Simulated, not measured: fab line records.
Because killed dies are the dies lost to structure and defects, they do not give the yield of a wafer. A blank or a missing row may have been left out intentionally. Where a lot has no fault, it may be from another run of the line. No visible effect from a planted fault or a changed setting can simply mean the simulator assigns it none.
A lot that was struck, set against a sound lot | flow n5_finfet | 16 steps out of a route of 1938
Sound: wafers L740.4, L740.5, L740.6. Struck: wafers L751.2, L751.5 (left out: L751.4, a lot-mate that was not struck); the cause follows at the end.
Per side, at each step with rows, come the tool, then ch with its chambers, and then its first start. Under that, the readings that differ: sound wafers | struck wafers | difference of the means | sigmas: that difference in standard deviations of wafers without a fault.
alike: words and numbers the same on both sides, and readings whose means are apart by under 2 such deviations; not compared: readings that were withheld, readings missing a value for some wafer, numbers with overlapping values and no deviation given by the record, and bounds like >300 which may hide the same value.
Wherever a step has rows on one side only, a row that says differs or no value, or a row with sigmas, the two part there. Numbers that have no deviation but don't overlap get no sigmas and don't part them. A reading that every wafer of one side lacks parts them only if that side has two wafers or more.

first, 8 steps without rows for these wafers: N5_HKMG_FIN_COAT_29 (time 60 s, resist thk 300 nm); N5_HKMG_FIN_COAT_30 (time 60 s, resist thk 35 nm); N5_HKMG_FIN_COAT_06 (resist thk 90 nm); N5_HKMG_FIN_EBR_08; N5_HKMG_FIN_SOFTBAKE_07 (time 60 s); N5_HKMG_FIN_EXPOSE_09 (exposes mask NWFM); N5_HKMG_FIN_PEB_10 (peb time 60 s); N5_HKMG_FIN_DEVELOP_11 (develop time 30 s).
N5_HKMG_FIN_CD_MEAS_12 targets a cd of 92.8 nm.
  sound on cd_sem-03 ch 0, day 5 05:29; struck on cd_sem-01 ch 0, day 7 23:44
  reading    | sound          | struck    | difference | sigmas
  cd_nm (nm) | 95.0 94.1 93.8 | 91.3 92.2 | -2.5       | -2
N5_HKMG_FIN_OVL_MEAS_13:
  sound on overlay-01 ch 0, day 5 05:31; struck on overlay-01 ch 0, day 7 23:46
  alike: NWFM_OVL
N5_HKMG_FIN_INSPECT_14: inspects for defects (macro).
  sound on defect_inspect-01 at day 5 05:32; struck on defect_inspect-01 at day 7 23:47
  alike: raw_defect_count
N5_HKMG_FIN_DESCUM_17: chemistry O2, time 7.9 s.
  sound on rie_diel-06 ch 0,2,3, day 5 05:35; struck on rie_diel-06 ch 2, day 7 23:55
  alike: drypump_motor_current_A, oes_product_au, rf_vpp_V, showerhead_plenum_p_Torr, throttle_valve_pct
  not compared: rf_hours_counter_h
N5_HKMG_FIN_ETCH_31: etches SiARC in CF4, target depth 45.5 nm, time 75.8 s.
  sound on rie_diel-06 ch 0,2,3, day 5 05:37; struck on rie_diel-06 ch 2, day 7 23:56
  reading               | sound          | struck      | difference | sigmas
  etch_rf_on_time_s (s) | 75.2 76.3 69.5 | 104.2 103.2 | +30.0      | +14
  alike: drypump_motor_current_A, oes_product_au, rf_vpp_V, showerhead_plenum_p_Torr, throttle_valve_pct
  not compared: rf_hours_counter_h
N5_HKMG_FIN_ETCH_32: etches SOC in N2/H2, target depth 240 nm, time 300 s.
  sound on rie_diel-06 ch 0,2,3, day 5 05:44; struck on rie_diel-06 ch 2, day 8 00:00
  alike: drypump_motor_current_A, h2_flow_sccm, oes_product_au, rf_vpp_V, showerhead_plenum_p_Torr, throttle_valve_pct
  not compared: rf_hours_counter_h
-- the record jumps here: 4 days lie between the struck wafers' starts before and after (it left off in module HKMG_FIN and takes up again in module BEOL_M4, whose first step shown is number 1111 of the route) --
N5_BEOL_M4_RC_MEAS_101:
  sound on prober-02 ch 0, day 9 15:13; struck on prober-01 ch 0, day 12 11:19
  alike: DIBL_N, DIBL_P, IOFF_N, IOFF_P, ION_N, ION_P, SS_N, SS_P, VT_N, VT_P
-- record jumps: 4 days separate the struck wafers' starts on either side; left off in module BEOL_M4, taken up again in module PASSIVATION, whose first shown step is the route's number 1936 --
N5_PASSIVATION_PROBE_49:
  sound on prober-01 at day 13 19:48; struck on prober-02 at day 16 17:56
  reading            | sound    | struck | difference | sigmas
  killed_at_M0_to_M3 | 26 24 17 | 44 41  | +20        | +2
  killed_at_contacts | 25 15 13 | 6 3    | -13        | -2
  alike: defect_limited_yield, killed_at_M4_up, killed_at_front_end, killed_at_other, killed_dies, killed_open, killed_short, sort_bin_5_function, sort_bin_6_memory, sort_n_pass, sort_yield_pct

## WHERE THEY PART
Earliest at N5_HKMG_FIN_CD_MEAS_12; latest, in this record, at N5_PASSIVATION_PROBE_49.

WHY: whatever the simulator had introduced
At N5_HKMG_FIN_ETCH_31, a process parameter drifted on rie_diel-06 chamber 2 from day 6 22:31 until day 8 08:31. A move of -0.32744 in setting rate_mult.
